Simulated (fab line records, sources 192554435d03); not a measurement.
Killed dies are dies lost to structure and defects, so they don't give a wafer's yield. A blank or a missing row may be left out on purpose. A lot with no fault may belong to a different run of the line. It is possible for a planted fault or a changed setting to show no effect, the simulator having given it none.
Chamber matching || flow n5_finfet || 4 sister chambers for N5_PMOS_HMC_CHANNEL_EPI_ETCH_32 on rie_diel-05
The step etches BARC in N2/H2, stops on SiO2, target depth 85.8 nm, time 50.3 s. 18 wafers are shown with their chamber, then 9 later ones without.

## WAFERS PAIRED WITH THEIR CHAMBERS
{"wafer": "L075.1", "chamber": 0, "showerhead_plenum_p_Torr (Torr)": 2.65, "throttle_valve_pct (%)": 18.20, "drypump_motor_current_A (A)": 6.0}
{"wafer": "L075.2", "chamber": 3, "showerhead_plenum_p_Torr (Torr)": 2.49, "throttle_valve_pct (%)": 17.47, "drypump_motor_current_A (A)": 5.6}
{"wafer": "L075.3", "chamber": 2, "showerhead_plenum_p_Torr (Torr)": 2.60, "throttle_valve_pct (%)": 17.53, "drypump_motor_current_A (A)": 5.1}
{"wafer": "L076.1", "chamber": 3, "showerhead_plenum_p_Torr (Torr)": 2.49, "throttle_valve_pct (%)": 17.50, "drypump_motor_current_A (A)": 5.6}
{"wafer": "L076.3", "chamber": 1, "showerhead_plenum_p_Torr (Torr)": 2.44, "throttle_valve_pct (%)": 17.97, "drypump_motor_current_A (A)": 5.5}
{"wafer": "L076.4", "chamber": 0, "showerhead_plenum_p_Torr (Torr)": 2.65, "throttle_valve_pct (%)": 18.23, "drypump_motor_current_A (A)": 6.0}
{"wafer": "L077.2", "chamber": 2, "showerhead_plenum_p_Torr (Torr)": 2.59, "throttle_valve_pct (%)": 17.57, "drypump_motor_current_A (A)": 5.1}
{"wafer": "L077.3", "chamber": 3, "showerhead_plenum_p_Torr (Torr)": 2.49, "throttle_valve_pct (%)": 17.48, "drypump_motor_current_A (A)": 5.7}
{"wafer": "L077.4", "chamber": 1, "showerhead_plenum_p_Torr (Torr)": 2.44, "throttle_valve_pct (%)": 18.00, "drypump_motor_current_A (A)": 5.5}
{"wafer": "L079.2", "chamber": 2, "showerhead_plenum_p_Torr (Torr)": 2.59, "throttle_valve_pct (%)": 17.57, "drypump_motor_current_A (A)": 5.1}
{"wafer": "L079.4", "chamber": 3, "showerhead_plenum_p_Torr (Torr)": 2.49, "throttle_valve_pct (%)": 17.47, "drypump_motor_current_A (A)": 5.7}
{"wafer": "L079.5", "chamber": 1, "showerhead_plenum_p_Torr (Torr)": 2.44, "throttle_valve_pct (%)": 17.99, "drypump_motor_current_A (A)": 5.5}
{"wafer": "L082.3", "chamber": 3, "showerhead_plenum_p_Torr (Torr)": 2.48, "throttle_valve_pct (%)": 17.48, "drypump_motor_current_A (A)": 5.6}
{"wafer": "L082.4", "chamber": 0, "showerhead_plenum_p_Torr (Torr)": 2.64, "throttle_valve_pct (%)": 18.24, "drypump_motor_current_A (A)": 6.0}
{"wafer": "L082.5", "chamber": 0, "showerhead_plenum_p_Torr (Torr)": 2.64, "throttle_valve_pct (%)": 18.23, "drypump_motor_current_A (A)": 6.0}
{"wafer": "L085.3", "chamber": 2, "showerhead_plenum_p_Torr (Torr)": 2.59, "throttle_valve_pct (%)": 17.56, "drypump_motor_current_A (A)": 5.1}
{"wafer": "L085.4", "chamber": 3, "showerhead_plenum_p_Torr (Torr)": 2.48, "throttle_valve_pct (%)": 17.51, "drypump_motor_current_A (A)": 5.7}
{"wafer": "L085.6", "chamber": 0, "showerhead_plenum_p_Torr (Torr)": 2.64, "throttle_valve_pct (%)": 18.26, "drypump_motor_current_A (A)": 5.9}

SIGNATURES, as means of the wafers listed above
{"reading": "showerhead_plenum_p_Torr", "chamber 0": 2.6440, "chamber 1": 2.4400, "chamber 2": 2.5925, "chamber 3": 2.4867, "scatter within a chamber": 0.00484}
{"reading": "throttle_valve_pct", "chamber 0": 18.2320, "chamber 1": 17.9867, "chamber 2": 17.5575, "chamber 3": 17.4850, "scatter within a chamber": 0.0185}
{"reading": "drypump_motor_current_A", "chamber 0": 5.980, "chamber 1": 5.500, "chamber 2": 5.100, "chamber 3": 5.650, "scatter within a chamber": 0.0405}
Rule: for a wafer and a chamber, the distance is found by dividing, reading by reading, the gap between the wafer's reading and the chamber's mean by the reading's scatter, squaring, summing and taking the root. If the next closest chamber is less than 2 further off than the closest, the wafer can't be placed; otherwise it belongs to the closest. The scatter: the root of (the sum of the squares of (reading less its chamber's mean) over the shown wafers, divided by (wafers less chambers)).

## WAFERS WHOSE CHAMBER IS MISSING
{"wafer": "L087.2", "showerhead_plenum_p_Torr (Torr)": 2.64, "throttle_valve_pct (%)": 18.26, "drypump_motor_current_A (A)": 6.0}
{"wafer": "L087.4", "showerhead_plenum_p_Torr (Torr)": 2.48, "throttle_valve_pct (%)": 17.51, "drypump_motor_current_A (A)": 5.6}
{"wafer": "L087.5", "showerhead_plenum_p_Torr (Torr)": 2.58, "throttle_valve_pct (%)": 17.59, "drypump_motor_current_A (A)": 5.1}
{"wafer": "L090.3", "showerhead_plenum_p_Torr (Torr)": 2.58, "throttle_valve_pct (%)": 17.59, "drypump_motor_current_A (A)": 5.1}
{"wafer": "L090.5", "showerhead_plenum_p_Torr (Torr)": 2.58, "throttle_valve_pct (%)": 17.59, "drypump_motor_current_A (A)": 5.1}
{"wafer": "L090.6", "showerhead_plenum_p_Torr (Torr)": 2.43, "throttle_valve_pct (%)": 18.01, "drypump_motor_current_A (A)": 5.5}
{"wafer": "L092.4", "showerhead_plenum_p_Torr (Torr)": 2.43, "throttle_valve_pct (%)": 18.01, "drypump_motor_current_A (A)": 5.5}
{"wafer": "L092.5", "showerhead_plenum_p_Torr (Torr)": 2.58, "throttle_valve_pct (%)": 17.59, "drypump_motor_current_A (A)": 5.1}
{"wafer": "L092.6", "showerhead_plenum_p_Torr (Torr)": 2.43, "throttle_valve_pct (%)": 18.03, "drypump_motor_current_A (A)": 5.5}

## WHICH CHAMBER EACH WENT THROUGH
{"wafer": "L087.2", "from the rows above": 0, "in truth": 0}
{"wafer": "L087.4", "from the rows above": 3, "in truth": 3}
{"wafer": "L087.5", "from the rows above": 2, "in truth": 2}
{"wafer": "L090.3", "from the rows above": 2, "in truth": 2}
{"wafer": "L090.5", "from the rows above": 2, "in truth": 2}
{"wafer": "L090.6", "from the rows above": 1, "in truth": 1}
{"wafer": "L092.4", "from the rows above": 1, "in truth": 1}
{"wafer": "L092.5", "from the rows above": 2, "in truth": 2}
{"wafer": "L092.6", "from the rows above": 1, "in truth": 1}
Placed correctly: 9 of 9. Not placeable from these rows: 0. Wrongly placed: 0.
